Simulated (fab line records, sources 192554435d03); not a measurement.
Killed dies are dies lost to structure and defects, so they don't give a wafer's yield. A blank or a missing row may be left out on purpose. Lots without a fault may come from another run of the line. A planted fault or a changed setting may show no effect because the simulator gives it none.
Which tool did it? | flow n5_finfet | 12 lots, 36 wafers sampled, at 5 steps of a route of 1938

WHAT THE GAUGES READ, wafer by wafer
N5_BEOL_M11_INSPECT_58: inspects for defects (darkfield).
lot  | measured     | on                | raw_defect_count
L074 | day 10 19:25 | defect_inspect-02 | 54 39 44
L076 | day 11 02:01 | defect_inspect-02 | 52 62 71
L079 | day 12 05:40 | defect_inspect-01 | 118 83 66
L082 | day 12 19:46 | defect_inspect-01 | 28 46 60
L083 | day 13 05:55 | defect_inspect-02 | 122 110 85
L086 | day 13 14:19 | defect_inspect-01 | 52 79 86
L088 | day 13 23:24 | defect_inspect-01 | 122 87 70
L089 | day 14 11:25 | defect_inspect-01 | 51 52 55
L092 | day 14 22:21 | defect_inspect-01 | 93 61 128
L091 | day 15 08:05 | defect_inspect-01 | 83 71 69
L095 | day 15 23:08 | defect_inspect-01 | 65 70 60
L097 | day 17 06:10 | defect_inspect-01 | 62 72 86

WHICH TOOL RAN EACH LOT (tool, then ch and the chambers of the sampled wafers, then the start)
lot  | N5_BEOL_M10_CURE_72           | N5_BEOL_M10_ALD_74                  | N5_BEOL_M11_DESCUM_33              | N5_BEOL_M11_ETCH_65
L074 | uv_cure-01 ch 2, day 10 09:30 | ald_metal-03 ch 0,1,2, day 10 09:59 | rie_diel-01 ch 0,2,3, day 10 15:47 | rie_diel-01 ch 0,2,3, day 10 15:49
L076 | uv_cure-03 ch 2, day 10 16:24 | ald_metal-02 ch 1,2,3, day 10 17:14 | rie_diel-05 ch 0,1,3, day 10 22:31 | rie_diel-05 ch 0,1,3, day 10 22:34
L079 | uv_cure-02 ch 1, day 11 15:37 | ald_metal-02 ch 0,2,3, day 11 16:25 | rie_diel-01 ch 0,1,3, day 12 01:33 | rie_diel-01 ch 0,1,3, day 12 01:35
L082 | uv_cure-02 ch 1, day 12 09:02 | ald_metal-01 ch 0,2,3, day 12 09:33 | rie_diel-05 ch 1,2,3, day 12 15:53 | rie_diel-05 ch 1,2,3, day 12 15:56
L083 | uv_cure-03 ch 2, day 12 18:24 | ald_metal-01 ch 0,2,3, day 12 19:14 | rie_diel-05 ch 1,2,3, day 13 02:14 | rie_diel-05 ch 1,2,3, day 13 02:17
L086 | uv_cure-02 ch 2, day 13 03:59 | ald_metal-01 ch 0,1,2, day 13 04:41 | rie_diel-01 ch 0,1,3, day 13 11:02 | rie_diel-01 ch 0,1,3, day 13 11:04
L088 | uv_cure-02 ch 0, day 13 11:44 | ald_metal-02 ch 1,2, day 13 12:23   | rie_diel-01 ch 0,2,3, day 13 19:43 | rie_diel-01 ch 0,2,3, day 13 19:45
L089 | uv_cure-01 ch 0, day 14 02:31 | ald_metal-03 ch 0,1,3, day 14 02:59 | rie_diel-06 ch 0,1,3, day 14 07:22 | rie_diel-06 ch 0,1,3, day 14 07:23
L092 | uv_cure-03 ch 0, day 14 10:16 | ald_metal-02 ch 0,1, day 14 10:37   | rie_diel-05 ch 1,2, day 14 17:39   | rie_diel-05 ch 1,2, day 14 17:41
L091 | uv_cure-03 ch 0, day 14 22:03 | ald_metal-02 ch 0,2,3, day 14 22:50 | rie_diel-01 ch 0,1,2, day 15 04:47 | rie_diel-01 ch 0,1,2, day 15 04:49
L095 | uv_cure-03 ch 2, day 15 11:51 | ald_metal-01 ch 0,2,3, day 15 12:27 | rie_diel-05 ch 1,3, day 15 19:02   | rie_diel-05 ch 1,3, day 15 19:05
L097 | uv_cure-02 ch 0, day 16 17:15 | ald_metal-03 ch 1,2,3, day 16 19:58 | rie_diel-05 ch 0,2,3, day 17 01:46 | rie_diel-05 ch 0,2,3, day 17 01:47
- N5_BEOL_M10_CURE_72: cures SiCOH lowk, time 120 s.
- N5_BEOL_M10_ALD_74: deposits TaN, target thk 2 nm, pulse time 2 s, purge time 3 s.
- N5_BEOL_M11_DESCUM_33: chemistry O2, time 7.9 s.
- N5_BEOL_M11_ETCH_65: etches SiARC in CF4, target depth 39 nm, time 65 s.

THE ANSWER, worked out from the rows above alone
Rule: what is usual is taken from the lots themselves. Put in order of their means at a reading, lots are off if they are a third of the lots or fewer, leave a main group of 4 or more, and stand apart from it by a gap of 3 or more times the standard deviation of the main group's means; of several such gaps the widest counts. A main group whose means are all the same, to the digits that the tables above print for the reading, isn't used. A lot without any number at a reading at which 4 lots or more have one is off too. The other lots that the step has rows for count as sound.
No lot is off at any reading shown: from this, nothing can be told.

WHAT THE SIMULATOR HAD PUT IN
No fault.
